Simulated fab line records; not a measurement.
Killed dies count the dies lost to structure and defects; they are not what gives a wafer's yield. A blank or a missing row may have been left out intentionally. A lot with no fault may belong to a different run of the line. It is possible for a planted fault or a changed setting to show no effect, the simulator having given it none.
Matching of chambers | flow nand harc | NHARC_A_STAIRCASE_TRIM_20 on rie diel-13: 4 sister chambers
The step chemistry O2, time 211.2 s. 22 wafers are shown with their chamber, then 11 later ones without.

== WAFERS WITH THEIR CHAMBER ==
wafer  | chamber | drypump motor current A (A) | showerhead plenum p Torr (Torr) | oes product au (a.u.)
L074.1 | 0       | 5.3                         | 3.61                            | 0.987
L074.5 | 1       | 5.9                         | 3.75                            | 1.003
L074.6 | 0       | 5.3                         | 3.61                            | 0.991
L077.3 | 3       | 5.9                         | 3.57                            | 1.017
L077.4 | 1       | 5.9                         | 3.74                            | 1.006
L077.5 | 0       | 5.3                         | 3.60                            | 1.003
L078.1 | 2       | 5.5                         | 3.56                            | 1.007
L078.3 | 1       | 5.9                         | 3.74                            | 0.997
L078.4 | 0       | 5.3                         | 3.60                            | 0.992
L080.2 | 2       | 5.5                         | 3.55                            | 1.013
L080.3 | 0       | 5.3                         | 3.60                            | 0.980
L080.5 | 2       | 5.6                         | 3.55                            | 1.020
L086.2 | 3       | 5.9                         | 3.55                            | 1.011
L086.5 | 2       | 5.5                         | 3.54                            | 1.009
L086.6 | 3       | 5.9                         | 3.55                            | 1.016
L087.3 | 0       | 5.2                         | 3.58                            | 1.005
L087.5 | 1       | 5.9                         | 3.72                            | 1.004
L087.6 | 0       | 5.3                         | 3.58                            | 0.991
L088.1 | 2       | 5.5                         | 3.54                            | 1.008
L088.3 | 1       | 5.9                         | 3.72                            | 0.992
L088.6 | 0       | 5.3                         | 3.58                            | 1.003
L090.2 | 2       | 5.6                         | 3.53                            | 1.013

SIGNATURES (averages over the wafers above)
reading                  | chamber 0 | chamber 1 | chamber 2 | chamber 3 | scatter within a chamber
drypump motor current A  | 5.287     | 5.900     | 5.533     | 5.900     | 0.035
showerhead plenum p Torr | 3.5950    | 3.7340    | 3.5450    | 3.5567    | 0.0123
oes product au           | 0.99400   | 1.00040   | 1.01167   | 1.01467   | 0.00675
Rule: distance of a wafer from a chamber = root of the sum over the readings of ((wafer's reading minus chamber's mean) / reading's scatter) squared. If the next closest chamber is less than 2 further off than the closest, the wafer can't be placed; otherwise it belongs to the closest. The scatter: the root of (the sum of the squares of (reading less its chamber's mean) over the shown wafers, divided by (wafers less chambers)).

== WAFERS WITH NO CHAMBER GIVEN ==
wafer  | drypump motor current A (A) | showerhead plenum p Torr (Torr) | oes product au (a.u.)
L090.3 | 5.9                         | 3.72                            | 0.996
L090.6 | 5.9                         | 3.72                            | 0.999
L093.1 | 5.6                         | 3.53                            | 1.021
L093.5 | 5.5                         | 3.53                            | 1.018
L093.6 | 5.9                         | 3.72                            | 1.006
L091.3 | 5.9                         | 3.71                            | 1.002
L091.4 | 5.9                         | 3.54                            | 1.011
L091.5 | 5.9                         | 3.71                            | 0.993
L096.2 | 5.5                         | 3.53                            | 0.999
L096.3 | 5.9                         | 3.71                            | 0.993
L096.4 | 5.3                         | 3.57                            | 0.991

== EACH ONE'S CHAMBER ==
wafer  | from the rows above | in truth
L090.3 | 1                   | 1
L090.6 | 1                   | 1
L093.1 | 2                   | 2
L093.5 | 2                   | 2
L093.6 | 1                   | 1
L091.3 | 1                   | 1
L091.4 | 3                   | 3
L091.5 | 1                   | 1
L096.2 | 2                   | 2
L096.3 | 1                   | 1
L096.4 | 0                   | 0
11 of 11 placed correctly. Can't be placed from these rows: 0. 0 placed wrongly.
